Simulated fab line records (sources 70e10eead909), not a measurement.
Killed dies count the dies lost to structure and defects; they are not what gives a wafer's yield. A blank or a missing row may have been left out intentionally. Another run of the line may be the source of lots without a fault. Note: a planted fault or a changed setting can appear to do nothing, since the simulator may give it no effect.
Which tool did it?	flow nand-harc	14 lots, 42 wafers sampled, at 4 steps of a route of 1302

## WHAT EACH GAUGE READ, for each wafer
Not one reading of a measure or inspect step in the record can be checked against a usual standard deviation.

## WHICH TOOL RAN EACH LOT (tool, then ch and the chambers of the sampled wafers, then the start)
lot	NHARC_P_M1_ETCH_28	NHARC_P_M1_ANNEAL_31	NHARC_P_M2_ETCH_35	NHARC_P_M2_ETCH_15
L512	rie-diel-04 ch 0,1,3, day 6 13:10 or earlier	rtp-anneal-01 ch 0, day 6 13:10	rie-diel-10 ch 0,1,2, day 6 15:28	rie-diel-10 ch 2,3, day 6 15:32
L513	rie-diel-04 ch 1,2,3, day 6 13:30 or earlier	rtp-anneal-02 ch 0, day 6 13:30	rie-diel-11 ch 1,2, day 6 15:49	rie-diel-11 ch 0,1,2, day 6 15:55
L514	rie-diel-12 ch 0,3, day 7 00:55 or earlier	rtp-anneal-02 ch 0, day 7 00:55	rie-diel-10 ch 0,1,3, day 7 03:24	rie-diel-10 ch 1,2,3, day 7 03:29
L515	rie-diel-13 ch 1,2,3, day 7 13:59 or earlier	rtp-anneal-01 ch 0, day 7 13:59	rie-diel-02 ch 1,2,3, day 7 16:28	rie-diel-02 ch 1,2,3, day 7 16:33
L516	rie-diel-04 ch 0,2,3, day 8 01:13 or earlier	rtp-anneal-02 ch 0, day 8 01:13	rie-diel-10 ch 0,1,3, day 8 03:43	rie-diel-10 ch 0,2, day 8 03:48
L517	rie-diel-13 ch 0,1, day 8 09:04 or earlier	rtp-anneal-01 ch 0, day 8 09:04	rie-diel-10 ch 0,1,2, day 8 11:25	rie-diel-10 ch 2,3, day 8 11:30
L518	rie-diel-13 ch 0,1,2, day 9 00:28 or earlier	rtp-anneal-01 ch 0, day 9 00:28	rie-diel-10 ch 0,1,2, day 9 02:58	rie-diel-10 ch 0,1,3, day 9 03:03
L520	rie-diel-13 ch 0,3, day 9 15:21 or earlier	rtp-anneal-01 ch 0, day 9 15:21	rie-diel-10 ch 1,2, day 9 17:44	rie-diel-10 ch 1,2,3, day 9 17:49
L521	rie-diel-12 ch 0,1,3, day 10 15:53 or earlier	rtp-anneal-02 ch 0, day 10 15:53	rie-diel-02 ch 1,3, day 10 18:20	rie-diel-02 ch 0,1,2, day 10 18:26
L527	rie-diel-04 ch 0,1,3, day 12 18:08 or earlier	rtp-anneal-01 ch 0, day 12 18:08	rie-diel-02 ch 0,2, day 12 20:31	rie-diel-02 ch 0,1, day 12 20:36
L529	rie-diel-04 ch 1,2,3, day 13 09:59 or earlier	rtp-anneal-02 ch 0, day 13 09:59	rie-diel-02 ch 0,2, day 13 12:27	rie-diel-02 ch 2,3, day 13 12:32
L532	rie-diel-04 ch 1,2,3, day 14 18:34 or earlier	rtp-anneal-01 ch 0, day 14 18:34	rie-diel-10 ch 0,1,2, day 14 20:50	rie-diel-10 ch 0,1, day 14 20:55
L534	rie-diel-12 ch 0,2, day 15 12:40 or earlier	rtp-anneal-01 ch 0, day 15 12:40	rie-diel-11 ch 0,1,3, day 15 15:14	rie-diel-11 ch 2,3, day 15 15:20
L535	rie-diel-13 ch 0,2,3, day 16 00:07 or earlier	rtp-anneal-02 ch 0, day 16 00:07	rie-diel-10 ch 1,2, day 16 02:19	rie-diel-10 ch 0,1,3, day 16 02:25
- NHARC_P_M1_ETCH_28: etches the open film in CF4/N2, target depth 30 nm, time 72.99 s.
- NHARC_P_M1_ANNEAL_31: time 90 s.
- NHARC_P_M2_ETCH_35: etches the open film in N2/H2, target depth 40 nm, overetch 12 nm, time 43.94 s.
- NHARC_P_M2_ETCH_15: etches the open film in C4F8/Ar, target depth 182.5 nm, time 91.2 s.

## AS READ BY THE TOOLS THEMSELVES (means over the sampled wafers that have a number; for cases with no such wafer, the mark the record gives instead)
NHARC_P_M1_ETCH_28. Usual: chamber-pressure-mTorr 29.998 mTorr, standard deviation 0.026; drypump-motor-current-A 5.67 A, standard deviation 0.27; oes-product-au 1.001 a.u., standard deviation 0.0073; rf-vpp-V 314.6 V, standard deviation 2; showerhead-plenum-p-Torr 2.64 Torr, standard deviation 0.1; throttle-valve-pct 19.795 %, standard deviation 0.0092.
lot	tool	chamber-pressure-mTorr (mTorr)	drypump-motor-current-A (A)	oes-product-au (a.u.)	rf-vpp-V (V)	showerhead-plenum-p-Torr (Torr)	throttle-valve-pct (%)	flag
L512	rie-diel-04	29.977	5.55	1.001	314.4	2.60	19.798	
L513	rie-diel-04	29.976	5.45	1.003	314.5	2.63	19.799	
L514	rie-diel-12	30.003	5.49	1.001	314.4	2.61	19.785	
L515	rie-diel-13	30.005	5.78	1.007	314.5	2.61	19.795	
L516	rie-diel-04	30.002	5.63	1.007	315.4	2.65	19.800	
L517	rie-diel-13	29.983	5.86	1.008	316.6	2.79	19.801	
L518	rie-diel-13	30.006	5.74	0.998	315.1	2.67	19.803	
L520	rie-diel-13	29.987	6.01	1.003	316.3	2.75	19.799	
L521	rie-diel-12	29.999	5.55	1.004	314.8	2.64	19.802	
L527	rie-diel-04	30.000	5.54	0.993	315.0	2.59	19.796	
L529	rie-diel-04	30.029	5.46	1.001	313.6	2.62	19.789	
L532	rie-diel-04	29.982	5.46	1.004	314.2	2.62	19.795	
L534	rie-diel-12	29.995	5.39	1.014	314.0	2.60	19.792	
L535	rie-diel-13	29.989	5.90	0.995	314.2	2.63	19.800	

NHARC_P_M1_ANNEAL_31. Usual: anneal-temp-c 224.98 C, standard deviation 0.16; wafer_temp_C_max 225.76, standard deviation 0.26.
lot	tool	anneal-temp-c (C)	wafer_temp_C_max	flag
L512	rtp-anneal-01	225.04	226.01	
L513	rtp-anneal-02	224.99	225.48	
L514	rtp-anneal-02	225.02	225.64	
L515	rtp-anneal-01	224.86	225.90	
L516	rtp-anneal-02	225.10	225.62	
L517	rtp-anneal-01	225.04	226.14	
L518	rtp-anneal-01	225.06	225.72	
L520	rtp-anneal-01	224.74	225.75	
L521	rtp-anneal-02	224.81	225.46	
L527	rtp-anneal-01	225.21	226.11	
L529	rtp-anneal-02	225.12	225.65	
L532	rtp-anneal-01	224.87	226.04	
L534	rtp-anneal-01	224.87	226.02	
L535	rtp-anneal-02	224.84	225.75	

NHARC_P_M2_ETCH_35. Usual: chamber-pressure-mTorr 30.003 mTorr, standard deviation 0.029; drypump-motor-current-A 5.8 A, standard deviation 0.41; oes-product-au 1.002 a.u., standard deviation 0.0079; rf-vpp-V 429.2 V, standard deviation 1.7; showerhead-plenum-p-Torr 1.99 Torr, standard deviation 0.051; throttle-valve-pct 14.171 %, standard deviation 0.0095.
lot	tool	chamber-pressure-mTorr (mTorr)	drypump-motor-current-A (A)	oes-product-au (a.u.)	rf-vpp-V (V)	showerhead-plenum-p-Torr (Torr)	throttle-valve-pct (%)	flag
L512	rie-diel-10	29.987	5.6	0.996	429.5	2.00	14.171	
L513	rie-diel-11	30.011	6.0	1.004	430.3	2.01	14.167	
L514	rie-diel-10	30.001	6.0	1.001	428.2	1.99	14.170	
L515	rie-diel-02	30.018	5.7	1.002	429.1	1.95	14.163	
L516	rie-diel-10	30.028	6.0	0.996	428.1	1.99	14.170	
L517	rie-diel-10	30.018	5.6	1.004	430.0	2.00	14.176	
L518	rie-diel-10	30.001	5.6	1.006	430.2	2.00	14.182	
L520	rie-diel-10	30.005	5.3	1.000	430.1	2.00	14.164	
L521	rie-diel-02	29.993	5.6	1.005	428.5	1.96	14.165	
L527	rie-diel-02	30.006	6.0	1.017	428.4	1.95	14.174	
L529	rie-diel-02	29.991	6.0	1.001	427.4	1.95	14.165	
L532	rie-diel-10	29.990	5.6	1.002	429.3	2.00	14.174	
L534	rie-diel-11	29.999	5.6	1.009	430.6	2.06	14.171	
L535	rie-diel-10	29.960	5.5	1.011	429.6	1.98	14.170	

NHARC_P_M2_ETCH_15. Usual: chamber-pressure-mTorr 25.000 mTorr, standard deviation 0.023; oes-product-au 0.946 a.u., standard deviation 0.022; rf-vpp-V 439.5 V, standard deviation 1.6.
lot	tool	chamber-pressure-mTorr (mTorr)	oes-product-au (a.u.)	rf-vpp-V (V)	flag
L512	rie-diel-10	24.986	0.962	439.5	
L513	rie-diel-11	24.999	0.941	441.3	
L514	rie-diel-10	24.984	0.974	440.2	
L515	rie-diel-02	25.024	0.917	438.6	
L516	rie-diel-10	24.983	0.934	440.9	
L517	rie-diel-10	24.986	0.971	440.8	
L518	rie-diel-10	25.016	0.969	439.8	
L520	rie-diel-10	24.996	0.963	438.8	
L521	rie-diel-02	24.985	0.961	438.2	
L527	rie-diel-02	25.015	0.881	438.9	
L529	rie-diel-02	24.993	0.901	438.9	
L532	rie-diel-10	25.007	0.963	438.9	
L534	rie-diel-11	24.986	0.922	441.0	
L535	rie-diel-10	24.994	0.926	439.3	

## THE ANSWER, worked out from the rows above alone
Rule: lot off if the mean of its wafers having a number is beyond 3 standard deviations from the usual mean. Also off: a lot with no number at a reading for which 4 or more lots have one. Where the step has rows for the other lots, those lots are counted as sound. First the gauges in route order, then the tools' own readings, where a lot's mean is used as printed above. At the first step where some lot is off, the reading lying furthest off is the one used; lots without a number count as furthest.
Across all readings shown, no lot is off: no conclusion can be drawn from this.

## WHAT THE SIMULATOR PUT IN
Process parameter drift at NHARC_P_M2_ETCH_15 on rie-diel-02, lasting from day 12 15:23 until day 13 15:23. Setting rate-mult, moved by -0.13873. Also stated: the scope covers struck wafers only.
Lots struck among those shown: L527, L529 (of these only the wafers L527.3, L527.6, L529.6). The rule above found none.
